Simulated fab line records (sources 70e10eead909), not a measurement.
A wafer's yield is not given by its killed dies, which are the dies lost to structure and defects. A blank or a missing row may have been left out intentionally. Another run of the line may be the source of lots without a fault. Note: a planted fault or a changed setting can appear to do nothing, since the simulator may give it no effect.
Which tool is to blame? + flow nand_harc + 42 wafers from 14 lots sampled at 3 of the route's 1159 steps

WHAT EACH GAUGE READ, for each wafer
NHARC_P_ZERO_WELL_CD_MEAS_24: target cd 720 nm.
| lot  | measured    | on        | cd_nm (nm)        |
|------|-------------|-----------|-------------------|
| L962 | day 1 20:35 | cd_sem-03 | 721.4 727.1 721.6 |
| L963 | day 2 02:37 | cd_sem-02 | 720.9 716.0 719.6 |
| L965 | day 2 14:38 | cd_sem-01 | 721.5 719.3 721.2 |
| L966 | day 2 20:38 | cd_sem-03 | 719.9 717.7 718.9 |
| L967 | day 3 02:36 | cd_sem-03 | 722.0 719.8 720.2 |
| L968 | day 3 08:29 | cd_sem-01 | 719.9 716.6 722.0 |
| L969 | day 3 14:43 | cd_sem-01 | 723.0 719.3 721.3 |
| L970 | day 3 21:17 | cd_sem-01 | 723.6 724.6 724.3 |
| L972 | day 4 08:28 | cd_sem-01 | 719.2 716.8 718.3 |
| L976 | day 5 08:29 | cd_sem-03 | 718.9 722.3 717.8 |
| L979 | day 6 02:22 | cd_sem-01 | 722.9 720.9 726.0 |
| L982 | day 6 20:32 | cd_sem-03 | 722.6 719.1 720.3 |
| L983 | day 7 02:31 | cd_sem-02 | 723.0 721.1 718.2 |
| L984 | day 7 08:20 | cd_sem-03 | 716.1 724.1 718.1 |

NHARC_P_GATE_CD_MEAS_33.
| lot  | measured     | on        | cd_nm (nm)  |
|------|--------------|-----------|-------------|
| L962 | day 4 16:04  | cd_sem-01 | 127 118 122 |
| L963 | day 5 07:38  | cd_sem-01 | 123 119 126 |
| L965 | day 5 15:40  | cd_sem-01 | 122 127 125 |
| L966 | day 6 08:42  | cd_sem-03 | 118 119 124 |
| L967 | day 6 08:44  | cd_sem-01 | 127 119 125 |
| L968 | day 6 22:08  | cd_sem-03 | 121 121 124 |
| L969 | day 6 21:29  | cd_sem-03 | 125 128 125 |
| L970 | day 7 02:44  | cd_sem-01 | 124 118 125 |
| L972 | day 8 01:11  | cd_sem-03 | 122 120 121 |
| L976 | day 8 17:12  | cd_sem-03 | 123 115 122 |
| L979 | day 9 07:16  | cd_sem-01 | 116 118 117 |
| L982 | day 9 21:11  | cd_sem-02 | 120 121 125 |
| L983 | day 10 12:57 | cd_sem-01 | 122 126 121 |
| L984 | day 10 10:51 | cd_sem-03 | 124 124 121 |

WHICH TOOL RAN EACH LOT (tool, then ch and the chambers of the sampled wafers, then the start)
| lot  | NHARC_P_GATE_DEP_103           |
|------|--------------------------------|
| L962 | pecvd-02 ch 0,1, day 4 14:29   |
| L963 | pecvd-01 ch 0,1,2, day 5 05:49 |
| L965 | pecvd-02 ch 0,1, day 5 14:07   |
| L966 | pecvd-03 ch 0,1,2, day 6 06:35 |
| L967 | pecvd-01 ch 0,2, day 6 06:38   |
| L968 | pecvd-02 ch 0,1,2, day 6 20:19 |
| L969 | pecvd-03 ch 0,1, day 6 19:45   |
| L970 | pecvd-02 ch 0,2, day 7 00:31   |
| L972 | pecvd-01 ch 0,1, day 7 23:28   |
| L976 | pecvd-02 ch 0,2, day 8 15:32   |
| L979 | pecvd-02 ch 1,2, day 9 05:35   |
| L982 | pecvd-03 ch 0,1,2, day 9 19:23 |
| L983 | pecvd-03 ch 0,1, day 10 09:48  |
| L984 | pecvd-03 ch 1,2, day 10 09:13  |
- NHARC_P_GATE_DEP_103: deposits SiON, target thk 30 nm.

WHAT THE TOOLS THEMSELVES READ (means of the sampled wafers that have a number; where no wafer has one, the mark that the record gives instead)
NHARC_P_GATE_DEP_103.
| lot  | tool     | heater_power_w (W) |
|------|----------|--------------------|
| L962 | pecvd-02 | 677                |
| L963 | pecvd-01 | 911                |
| L965 | pecvd-02 | 724                |
| L966 | pecvd-03 | 791                |
| L967 | pecvd-01 | 910                |
| L968 | pecvd-02 | 777                |
| L969 | pecvd-03 | 835                |
| L970 | pecvd-02 | 679                |
| L972 | pecvd-01 | 917                |
| L976 | pecvd-02 | 717                |
| L979 | pecvd-02 | 760                |
| L982 | pecvd-03 | 771                |
| L983 | pecvd-03 | 859                |
| L984 | pecvd-03 | 722                |

THE ANSWER, worked out from the rows above alone
Rule: usual is defined by the lots themselves. The widest of any qualifying gaps counts: lots, ordered by their means at a reading, are off when they make up no more than a third of the lots, leave a main group of 4 or more, and stand apart from it by 3 or more times the standard deviation of that group's means. The tables above print the reading to a certain number of digits; a main group whose means all agree to those digits is not used. A lot without any number at a reading at which 4 lots or more have one is off too. Where the step has rows for the other lots, those lots are counted as sound. First the gauges in route order, then the tools' own readings, where a lot's mean is used as printed above. The first step at which some lot is off is used, and at that step the reading that is off furthest; a lot without a number counts as furthest.
Nothing can be told from this: no lot is off at any reading shown.

WHAT THE SIMULATOR PUT IN
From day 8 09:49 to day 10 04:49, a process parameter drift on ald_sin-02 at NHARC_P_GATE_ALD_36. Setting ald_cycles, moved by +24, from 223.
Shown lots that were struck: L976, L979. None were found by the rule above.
